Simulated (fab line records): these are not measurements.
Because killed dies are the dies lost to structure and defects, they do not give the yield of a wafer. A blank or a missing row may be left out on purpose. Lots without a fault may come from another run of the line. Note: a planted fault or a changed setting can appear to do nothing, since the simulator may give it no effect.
fab line records ; flow n5Finfet ; part 1 of 2: steps 1 to 4 of 6
[record] lots = 21; wafers = 63; lastDay = 17
route steps=1938 shown HKMG_FIN@458 GATE_CUT@470 MOL_CONTACT_COAG@529
lots untouched by any fault: they come from a run of this same line in which no faults occurred
startH: hours from the record's first day to the start of the lot's first wafer shown ; waitH: hours elapsed since this lot's preceding step ; " the same as in the row above ; L1.1+2: a row that stands for several wafers ; - either no value or no given start ; * or withheld: withheld ; < > ~ a bound
route shown NAME@n: names a module that has steps shown in the file, with the first one's number in the route ; usual: mean and standard deviation over wafers with no fault ; same: alike in all rows ; chamber/n: place in a boat ; sites: the reading at each site ; _std_site: the standard deviation of these ; _edge_site: the outer-site mean with the inner-site mean subtracted ; radiusMm: for every site, how far away it sits from the centre of the wafer ; mask NAME#n: copy n ; behind: the tool/chamber that last shaped the wafer ; hold: the reason the lot was held/the length of the hold in hours/how it ended ; device: names the non-switching transistor (n, p or np) ; end of line: the tests these same wafers got at the end of their route ; a step with no rows: only its recipe ; killed: not the wafer's yield, but the dies lost to structure and defects at the first sort ; map: per-die view of a wafer (x killed, . not killed, _ where there is no die)
set.NAME: the run value of the setting; set.NAME@STEP: its run value at that earlier step ; model.NAME: the simulator's own value behind a step, which no gauge read
steps of the route over a sample of lots; a table a step, a row a wafer
services: when a tool's chamber went out of use (startH, in hours from the record's first day, below 0 if earlier), for how many hours, and the reason
[[steps]]
[step N5_HKMG_FIN_W_FILL_22]
[recipe] material = W; targetThkA = 600; tempC = 400; pressureTorr = 39.4; timeS = 18.2
[usual] heaterPowerOuterW = 541/45; heaterPowerW = 868/81; throttleValvePct = 19.6/1.2
[same] timeS = 18.2
lot.wafer;tool;chamber;startH;waitH;heaterPowerOuterW;heaterPowerW;throttleValvePct
L074.1;cvdW-01;0;78.68;0.0;633;1023;20.6
L074.2;cvdW-01;1;78.68;0.0;518;754;21.1
L074.6;cvdW-01;1;78.68;0.0;520;771;21.1
L075.2;cvdW-02;0;89.18;0.0;519;839;18.3
L075.3;cvdW-02;1;89.18;0.0;504;867;18.8
L075.6;cvdW-02;0;89.18;0.0;518;860;18.2
L076.1;cvdW-01;1;92.00;0.0;536;775;21.2
L076.3;cvdW-01;0;92.00;0.0;631;1036;20.8
L076.4;cvdW-01;1;92.00;0.0;518;780;21.0
L078.1;cvdW-01;1;104.29;0.0;527;769;21.3
L078.2;cvdW-01;0;104.29;0.0;624;1050;21.0
L078.5;cvdW-01;0;104.29;0.0;631;1014;20.7
L079.1;cvdW-02;0;110.57;0.0;526;859;18.2
L079.5;cvdW-02;1;110.57;0.0;504;856;19.0
L079.6;cvdW-02;0;110.57;0.0;527;835;18.3
L081.3;cvdW-02;0;120.47;0.0;522;864;18.3
L081.4;cvdW-02;1;120.47;0.0;511;839;19.0
L081.5;cvdW-02;0;120.47;0.0;521;846;18.2
L082.1;cvdW-02;0;126.38;0.0;521;826;18.3
L082.3;cvdW-02;1;126.38;0.0;522;841;18.7
L082.4;cvdW-02;0;126.38;0.0;524;864;18.4
L083.4;cvdW-02;0;131.31;0.0;522;860;18.2
L083.5;cvdW-02;1;131.31;0.0;505;857;18.8
L083.6;cvdW-02;0;131.31;0.0;517;847;18.3
L084.2;cvdW-01;1;139.26;0.0;530;771;21.5
L084.4;cvdW-01;1;139.26;0.0;541;790;21.3
L084.5;cvdW-01;0;139.26;0.0;625;1014;20.9
L085.1;cvdW-02;1;146.10;0.0;520;852;18.8
L085.3;cvdW-02;0;146.10;0.0;530;846;18.3
L085.6;cvdW-02;1;146.10;0.0;517;845;18.9
L086.2;cvdW-01;1;153.29;0.0;524;794;21.5
L086.4;cvdW-01;1;153.29;0.0;545;788;21.2
L086.6;cvdW-01;0;153.29;0.0;642;1021;20.9
L087.1;cvdW-02;1;159.34;0.0;504;836;18.8
L087.3;cvdW-02;1;159.34;0.0;514;878;18.9
L087.6;cvdW-02;0;159.34;0.0;530;850;18.3
L088.1;cvdW-02;0;165.34;0.0;525;867;18.5
L088.5;cvdW-02;0;165.34;0.0;514;857;18.3
L088.6;cvdW-02;1;165.34;0.0;521;835;19.0
L089.3;cvdW-02;1;168.76;0.0;506;858;18.9
L089.4;cvdW-02;0;168.76;0.0;531;870;18.4
L089.5;cvdW-02;1;168.76;0.0;517;848;18.9
L091.1;cvdW-02;1;181.67;0.1;510;862;18.8
L091.2;cvdW-02;1;181.67;0.1;515;841;19.1
L091.4;cvdW-02;1;181.67;0.1;520;848;18.7
L092.2;cvdW-01;0;185.98;0.0;632;1013;21.0
L092.3;cvdW-01;1;185.98;0.0;532;792;21.7
L092.4;cvdW-01;0;185.98;0.0;617;1011;21.1
L093.3;cvdW-01;1;191.41;0.0;523;783;21.4
L093.4;cvdW-01;0;191.41;0.0;650;1038;21.1
L093.5;cvdW-01;0;191.41;0.0;637;1042;21.0
L094.2;cvdW-02;1;197.87;0.0;501;839;19.0
L094.3;cvdW-02;0;197.87;0.0;534;844;18.7
L094.5;cvdW-02;1;197.87;0.0;512;854;18.8
L095.4;cvdW-02;0;206.25;0.0;536;860;18.5
L095.5;cvdW-02;1;206.25;0.0;514;852;18.9
L095.6;cvdW-02;0;206.25;0.0;527;871;18.3
L096.2;cvdW-02;0;212.24;0.0;516;847;18.8
L096.3;cvdW-02;0;212.24;0.0;530;868;18.7
L096.6;cvdW-02;1;212.24;0.0;502;864;18.9
L097.1;cvdW-02;1;219.00;0.0;503;846;19.3
L097.3;cvdW-02;1;219.00;0.0;527;863;18.9
L097.4;cvdW-02;0;219.00;0.0;534;858;18.8
[step N5_GATE_CUT_STRIP_59]
[recipe] chemistry = N2/H2; timeS = 20; powerW = 100; tempC = 40; pressureMtorr = 100; rfFrequencyHz = 6e+07; biasPowerW = 3; n2FlowSccm = 300; h2FlowSccm = 300
[usual] drypumpMotorCurrentA = 5.9/0.54; oesProductAu = 0.80/0.079; rfVppV = 45.2/0.88; showerheadPlenumPTorr = 3.41/0.11; throttleValvePct = 12.21/0.24
[same] timeS = 20
lot.wafer;tool;chamber;startH;waitH;drypumpMotorCurrentA;oesProductAu;rfHoursCounterH;rfVppV;showerheadPlenumPTorr;throttleValvePct
L074.1;rieDiel-05;1;80.05;0.1;5.8;0.76;124;44.2;3.26;12.37
L074.2;rieDiel-05;2;80.05;0.1;5.2;0.77;143;44.9;3.39;12.09
L074.6;rieDiel-05;2;80.05;0.1;5.2;0.77;-;45.6;3.39;12.10
L075.2;rieDiel-04;3;90.80;0.1;5.4;0.69;217;45.5;3.48;12.22
L075.3;rieDiel-04;0;90.80;0.1;6.5;0.72;204;45.2;3.50;12.49
L075.6;rieDiel-04;1;90.80;0.1;5.6;0.80;-;44.7;3.43;12.28
L076.1;rieDiel-01;2;93.37;0.1;5.4;0.67;246;45.2;3.31;12.51
L076.3;rieDiel-01;0;93.37;0.1;6.7;0.92;27;45.1;3.61;11.97
L076.4;rieDiel-01;1;93.37;0.1;5.5;0.91;43;45.3;3.45;11.75
L078.1;rieDiel-01;1;105.74;0.1;5.5;0.89;47;43.9;3.45;11.76
L078.2;rieDiel-01;3;105.74;0.1;5.2;0.87;41;46.2;3.42;12.25
L078.5;rieDiel-01;1;105.74;0.1;5.5;0.91;-;45.4;3.45;11.77
L079.1;rieDiel-01;0;111.87;0.1;6.8;0.90;36;44.7;3.60;12.01
L079.5;rieDiel-01;1;111.87;0.1;5.5;0.91;-;45.7;3.44;11.76
L079.6;rieDiel-01;0;111.87;0.1;6.8;0.90;-;46.2;3.60;12.02
L081.3;rieDiel-04;2;121.81;0.1;6.5;0.77;118;43.7;3.26;12.38
L081.4;rieDiel-04;1;121.81;0.1;5.6;0.80;96;46.9;3.42;12.29
L081.5;rieDiel-04;2;121.81;0.1;6.5;0.76;-;45.2;3.26;12.41
L082.1;rieDiel-05;3;127.62;0.1;6.3;0.82;83;45.8;3.39;12.42
L082.3;rieDiel-05;0;127.62;0.1;5.7;0.81;86;45.0;3.55;11.90
L082.4;rieDiel-05;1;127.62;0.1;5.8;0.76;136;44.0;3.25;12.39
L083.4;rieDiel-01;0;132.57;0.0;6.8;0.89;-;45.3;3.60;12.04
L083.5;rieDiel-01;1;132.57;0.0;5.5;0.89;-;44.9;3.44;11.79
L083.6;rieDiel-01;2;132.57;0.0;5.4;1.00;-;44.5;3.31;11.90
L084.2;rieDiel-04;0;140.62;0.1;6.5;0.72;218;46.2;3.49;12.53
L084.4;rieDiel-04;1;140.62;0.1;5.6;0.80;102;44.5;3.42;12.28
L084.5;rieDiel-04;2;140.62;0.1;6.5;0.76;-;46.2;3.26;12.43
L085.1;rieDiel-01;0;147.36;0.1;6.8;0.88;48;44.7;3.59;12.06
L085.3;rieDiel-01;2;147.36;0.1;5.4;0.96;6;43.3;3.31;11.89
L085.6;rieDiel-01;0;147.36;0.1;6.8;0.87;-;46.3;3.59;12.02
L086.2;rieDiel-01;1;154.54;0.1;5.5;0.88;66;44.3;3.44;11.83
L086.4;rieDiel-01;0;154.54;0.1;6.8;0.87;51;45.9;3.59;12.04
L086.6;rieDiel-01;3;154.54;0.1;5.3;0.87;-;45.1;3.42;12.25
L087.1;rieDiel-04;0;160.58;0.1;6.5;0.71;224;45.2;3.49;12.53
L087.3;rieDiel-04;2;160.58;0.1;6.5;0.75;130;46.0;3.26;12.43
L087.6;rieDiel-04;3;160.58;0.1;5.4;0.68;-;43.7;3.46;12.28
L088.1;rieDiel-04;2;166.62;0.1;6.5;0.74;132;45.7;3.26;12.44
L088.5;rieDiel-04;2;166.62;0.1;6.5;0.75;-;45.5;3.26;12.43
L088.6;rieDiel-04;1;166.62;0.1;5.6;0.79;-;44.0;3.42;12.31
L089.3;rieDiel-01;1;170.00;0.1;5.5;0.87;71;44.9;3.43;11.82
L089.4;rieDiel-01;0;170.00;0.1;6.7;0.87;56;43.7;3.59;12.07
L089.5;rieDiel-01;0;170.00;0.1;6.8;0.86;-;45.7;3.59;12.06
L091.1;rieDiel-05;2;182.95;0.1;5.2;0.75;172;44.0;3.37;12.19
L091.2;rieDiel-05;1;182.95;0.1;5.8;0.73;153;45.4;3.24;12.44
L091.4;rieDiel-05;3;182.95;0.1;6.3;0.80;98;45.3;3.38;12.47
L092.2;rieDiel-05;1;187.54;0.1;5.8;0.74;155;45.3;3.24;12.44
L092.3;rieDiel-05;3;187.54;0.1;6.3;0.81;100;46.7;3.38;12.45
L092.4;rieDiel-05;2;187.54;0.1;5.2;0.74;174;44.5;3.37;12.18
L093.3;rieDiel-04;0;192.65;0.1;6.5;0.70;234;45.9;3.48;12.56
L093.4;rieDiel-04;2;192.65;0.1;6.5;0.74;139;45.1;3.25;12.44
L093.5;rieDiel-04;3;192.65;0.1;5.3;0.67;-;46.2;3.46;12.31
L094.2;rieDiel-05;2;199.12;0.1;5.2;0.74;177;46.2;3.37;12.18
L094.3;rieDiel-05;3;199.12;0.1;6.3;0.80;104;44.9;3.38;12.47
L094.5;rieDiel-05;2;199.12;0.1;5.2;0.75;-;46.1;3.37;12.20
L095.4;rieDiel-01;0;207.66;0.1;6.7;0.84;64;46.1;3.58;12.08
L095.5;rieDiel-01;1;207.66;0.1;5.5;0.86;-;44.9;3.43;11.86
L095.6;rieDiel-01;2;207.66;0.1;5.3;0.93;-;44.1;3.30;11.94
L096.2;rieDiel-04;0;213.48;0.1;6.5;0.69;242;45.1;3.48;12.60
L096.3;rieDiel-04;2;213.48;0.1;6.4;0.74;147;45.5;3.25;12.46
L096.6;rieDiel-04;2;213.48;0.1;6.5;0.74;-;44.2;3.25;12.46
L097.1;rieDiel-04;0;220.25;0.1;6.5;0.68;244;44.4;3.48;12.59
L097.3;rieDiel-04;2;220.25;0.1;6.5;0.73;150;44.5;3.25;12.48
L097.4;rieDiel-04;0;220.25;0.1;6.5;0.68;-;46.4;3.48;12.58
[step N5_GATE_CUT_SAC_CAP_01]
[recipe] material = SiNx; targetThkA = 240; tempC = 400; aldPrecursorFamily = SiH2I2; aldCoReactant = N2/H2-plasma; pulseTimeS = 1; aldCycles = 480; purgeTimeS = 2; coReactantPurgeTimeS = 2; pressureTorr = 2
[usual] heaterPowerOuterW = 492/46; heaterPowerW = 802/73; precursorPulseHeightRel = 1.001/0.021
[same] pulseTimeS = 1
lot.wafer;tool;chamber;startH;waitH;heaterPowerOuterW;heaterPowerW;precursorPulseHeightRel
L074.1;aldSin-04;2;80.52;0.3;486;865;0.984
L074.2;aldSin-04;0;80.52;0.3;523;801;0.999
L074.6;aldSin-04;0;81.61;1.4;517;792;1.032
L075.2;aldSin-03;2;91.13;0.1;442;695;1.034
L075.3;aldSin-03;1;91.13;0.1;543;804;1.012
L075.6;aldSin-03;2;92.21;1.2;429;687;0.945
L076.1;aldSin-03;2;93.58;0.0;438;684;0.982
L076.3;aldSin-03;0;93.58;0.0;582;953;1.000
L076.4;aldSin-03;1;93.58;0.0;530;824;1.011
L078.1;aldSin-03;3;106.18;0.3;464;781;1.007
L078.2;aldSin-03;0;106.18;0.3;568;940;1.000
L078.5;aldSin-03;1;107.26;1.3;530;855;0.989
L079.1;aldSin-01;3;112.11;0.0;494;868;1.017
L079.5;aldSin-01;1;113.20;1.1;490;741;0.949
L079.6;aldSin-01;2;113.20;1.1;500;764;0.987
L081.3;aldSin-04;2;122.26;0.3;499;860;0.990
L081.4;aldSin-04;3;122.26;0.3;422;722;1.015
L081.5;aldSin-04;2;123.35;1.4;476;872;0.997
L082.1;aldSin-01;0;127.84;0.0;505;811;1.007
L082.3;aldSin-01;2;127.84;0.0;487;791;1.018
L082.4;aldSin-01;1;127.84;0.0;500;771;0.983
L083.4;aldSin-04;2;132.76;0.0;481;865;1.004
L083.5;aldSin-04;0;133.85;1.1;511;794;0.983
L083.6;aldSin-04;1;133.85;1.1;512;807;1.022
L084.2;aldSin-01;1;140.84;0.0;496;756;0.984
L084.4;aldSin-01;3;140.84;0.0;494;889;1.030
L084.5;aldSin-01;2;141.92;1.1;485;762;1.046
L085.1;aldSin-01;0;147.58;0.0;497;859;1.008
L085.3;aldSin-01;2;147.58;0.0;488;754;0.995
L085.6;aldSin-01;3;148.67;1.1;488;846;1.011
L086.2;aldSin-04;2;154.76;0.0;484;896;0.988
L086.4;aldSin-04;1;154.76;0.0;521;790;1.029
L086.6;aldSin-04;3;155.84;1.1;411;727;1.049
L087.1;aldSin-03;0;160.80;0.0;569;952;0.990
L087.3;aldSin-03;3;160.80;0.0;484;740;0.963
L087.6;aldSin-03;0;161.88;1.1;554;937;1.022
L088.1;aldSin-01;2;167.35;0.5;485;771;0.974
L088.5;aldSin-01;1;168.43;1.6;506;767;1.006
L088.6;aldSin-01;0;168.43;1.6;527;834;1.027
L089.3;aldSin-03;0;170.35;0.2;562;954;0.968
L089.4;aldSin-03;1;170.35;0.2;503;813;1.010
L089.5;aldSin-03;0;171.44;1.3;578;931;0.975
L091.1;aldSin-04;2;183.87;0.7;488;886;1.018
L091.2;aldSin-04;1;183.87;0.7;520;823;0.959
L091.4;aldSin-04;3;183.87;0.7;406;708;0.963
L092.2;aldSin-04;1;187.76;0.0;517;836;1.015
L092.3;aldSin-04;2;187.76;0.0;483;869;1.004
L092.4;aldSin-04;0;187.76;0.0;516;812;0.999
L093.3;aldSin-03;2;192.94;0.1;405;683;0.995
L093.4;aldSin-03;1;192.94;0.1;577;890;0.991
L093.5;aldSin-03;2;194.03;1.2;410;651;0.982
L094.2;aldSin-01;1;199.34;0.0;474;754;1.023
L094.3;aldSin-01;2;199.34;0.0;492;767;1.010
L094.5;aldSin-01;3;200.42;1.1;492;900;1.013
L095.4;aldSin-04;2;207.88;0.0;497;872;1.019
L095.5;aldSin-04;3;208.96;1.1;411;711;0.996
L095.6;aldSin-04;2;208.96;1.1;487;881;1.027
L096.2;aldSin-03;1;213.70;0.0;564;922;1.017
L096.3;aldSin-03;0;213.70;0.0;562;951;1.027
L096.6;aldSin-03;2;214.79;1.1;418;664;0.991
L097.1;aldSin-04;1;220.47;0.0;526;831;0.998
L097.3;aldSin-04;2;220.47;0.0;491;897;0.989
L097.4;aldSin-04;0;220.47;0.0;522;841;0.992
[step N5_GATE_CUT_CUT_ETCH_55]
[recipe] chemistry = BCl3; target = HfO2; maskMaterial = SiO2; targetDepthA = 32; ionEnergyEv = 30; pressureMtorr = 5; icpW = 450; biasW = 18; bcl3FlowSccm = 80
[usual] bcl3FlowSccm = 80.01/0.23; drypumpMotorCurrentA = 5.62/0.24; heBacksideLeakSccm = 3.4/0.3; oesProductAu = 0.71/0.073; throttleValvePct = 33.2/0.46
lot.wafer;tool;chamber;startH;waitH;bcl3FlowSccm;drypumpMotorCurrentA;heBacksideLeakSccm;oesProductAu;rfHoursCounterH;throttleValvePct
L074.1;rieMetal-02;1;84.10;0.0;79.71;5.52;3.3;0.64;101;32.6
L074.2;rieMetal-02;0;84.10;0.0;80.34;5.59;3.0;0.82;27;33.6
L074.6;rieMetal-02;0;84.10;0.0;79.94;5.56;3.1;0.82;-;33.6
L075.2;rieMetal-03;1;95.07;0.0;79.84;5.16;3.3;0.79;31;33.2
L075.3;rieMetal-03;0;95.07;0.0;79.87;5.76;3.8;0.77;-;32.9
L075.6;rieMetal-03;0;95.07;0.0;80.22;5.74;3.6;0.77;-;33.0
L076.1;rieMetal-02;1;97.30;0.0;79.88;5.53;3.2;0.64;102;32.6
L076.3;rieMetal-02;0;97.30;0.0;80.03;5.57;3.3;0.81;-;33.6
L076.4;rieMetal-02;1;97.30;0.0;80.05;5.55;3.3;0.63;-;32.6
L078.1;rieMetal-01;0;109.94;0.0;80.12;5.95;3.4;0.72;64;33.1
L078.2;rieMetal-01;1;109.94;0.0;80.28;5.68;3.4;0.62;117;33.9
L078.5;rieMetal-01;0;109.94;0.0;79.99;5.97;3.6;0.72;-;33.1
L079.1;rieMetal-01;1;116.00;0.0;80.14;5.66;3.5;0.62;117;33.9
L079.5;rieMetal-01;0;116.00;0.0;79.83;6.01;3.4;0.72;-;33.1
L079.6;rieMetal-01;1;116.00;0.0;79.99;5.66;3.4;0.62;-;33.9
L081.3;rieMetal-01;0;126.03;0.0;79.87;6.03;3.6;0.72;-;33.1
L081.4;rieMetal-01;1;126.03;0.0;79.96;5.66;3.2;0.61;-;33.9
L081.5;rieMetal-01;0;126.03;0.0;80.03;6.01;3.4;0.72;-;33.1
L082.1;rieMetal-03;0;131.41;0.0;80.11;5.74;3.3;0.76;51;33.0
L082.3;rieMetal-03;0;131.41;0.0;80.05;5.72;3.4;0.76;-;33.0
L082.4;rieMetal-03;1;131.41;0.0;79.89;5.11;3.4;0.77;-;33.2
L083.4;rieMetal-02;0;136.67;0.0;79.81;5.59;3.3;0.81;-;33.6
L083.5;rieMetal-02;1;136.67;0.0;79.92;5.53;3.4;0.64;-;32.6
L083.6;rieMetal-02;0;136.67;0.0;80.34;5.59;3.4;0.80;-;33.6
L084.2;rieMetal-02;0;144.72;0.0;80.06;5.57;3.5;0.80;32;33.6
L084.4;rieMetal-02;0;144.72;0.0;80.02;5.58;3.6;0.79;-;33.6
L084.5;rieMetal-02;0;144.72;0.0;80.10;5.57;3.5;0.79;-;33.6
L085.1;rieMetal-01;1;151.16;0.0;79.56;5.66;3.4;0.62;121;33.9
L085.3;rieMetal-01;1;151.16;0.0;79.91;5.65;3.5;0.61;-;33.9
L085.6;rieMetal-01;1;151.16;0.0;79.82;5.65;3.4;0.62;-;33.9
L086.2;rieMetal-02;0;158.44;0.0;79.89;5.59;3.1;0.80;34;33.6
L086.4;rieMetal-02;0;158.44;0.0;79.94;5.57;3.1;0.80;-;33.6
L086.6;rieMetal-02;1;158.44;0.0;80.04;5.52;3.4;0.63;-;32.6
L087.1;rieMetal-03;1;164.65;0.0;80.23;5.12;3.6;0.76;35;33.2
L087.3;rieMetal-03;0;164.65;0.0;80.13;5.74;3.9;0.76;-;33.0
L087.6;rieMetal-03;1;164.65;0.0;80.39;5.14;3.6;0.77;-;33.2
L088.1;rieMetal-03;1;170.92;0.0;80.00;5.13;3.5;0.77;36;33.2
L088.5;rieMetal-03;0;170.92;0.0;79.99;5.74;3.5;0.76;-;33.0
L088.6;rieMetal-03;1;170.92;0.0;79.68;5.13;3.4;0.76;-;33.2
L089.3;rieMetal-01;1;173.93;0.0;80.11;5.64;3.4;0.62;-;33.9
L089.4;rieMetal-01;0;173.93;0.0;79.94;6.05;3.2;0.72;-;33.1
L089.5;rieMetal-01;0;173.93;0.0;80.22;6.06;3.5;0.72;-;33.1
L091.1;rieMetal-02;0;188.24;0.0;79.73;5.59;3.4;0.79;35;33.6
L091.2;rieMetal-02;1;188.24;0.0;80.03;5.53;3.3;0.62;109;32.6
L091.4;rieMetal-02;1;188.24;0.0;80.57;5.57;3.3;0.62;-;32.6
L092.2;rieMetal-02;0;191.68;0.0;80.23;5.59;3.4;0.78;36;33.6
L092.3;rieMetal-02;0;191.68;0.0;80.03;5.59;3.1;0.79;-;33.6
L092.4;rieMetal-02;1;191.68;0.0;80.52;5.55;3.2;0.62;-;32.6
L093.3;rieMetal-02;0;196.52;0.0;80.15;5.57;3.3;0.79;-;33.6
L093.4;rieMetal-02;1;196.52;0.0;80.18;5.53;3.4;0.63;-;32.6
L093.5;rieMetal-02;0;196.52;0.0;79.99;5.59;3.3;0.79;-;33.6
L094.2;rieMetal-01;0;202.91;0.0;80.17;6.03;3.4;0.71;73;33.1
L094.3;rieMetal-01;1;202.91;0.0;79.70;5.67;3.5;0.61;-;33.9
L094.5;rieMetal-01;1;202.91;0.0;80.00;5.65;3.6;0.61;-;33.9
L095.4;rieMetal-01;1;211.58;0.0;79.61;5.66;3.4;0.61;-;33.9
L095.5;rieMetal-01;0;211.58;0.0;79.81;6.07;3.4;0.70;-;33.1
L095.6;rieMetal-01;1;211.58;0.0;79.42;5.67;3.3;0.60;-;33.9
L096.2;rieMetal-03;0;217.53;0.0;80.23;5.74;3.7;0.74;58;33.0
L096.3;rieMetal-03;1;217.53;0.0;79.89;5.12;3.5;0.76;-;33.2
L096.6;rieMetal-03;1;217.53;0.0;80.05;5.14;3.5;0.76;-;33.2
L097.1;rieMetal-02;1;224.04;0.0;79.79;5.57;3.3;0.62;112;32.6
L097.3;rieMetal-02;0;224.04;0.0;79.83;5.58;3.3;0.77;-;33.6
L097.4;rieMetal-02;1;224.04;0.0;80.32;5.58;3.3;0.62;-;32.6
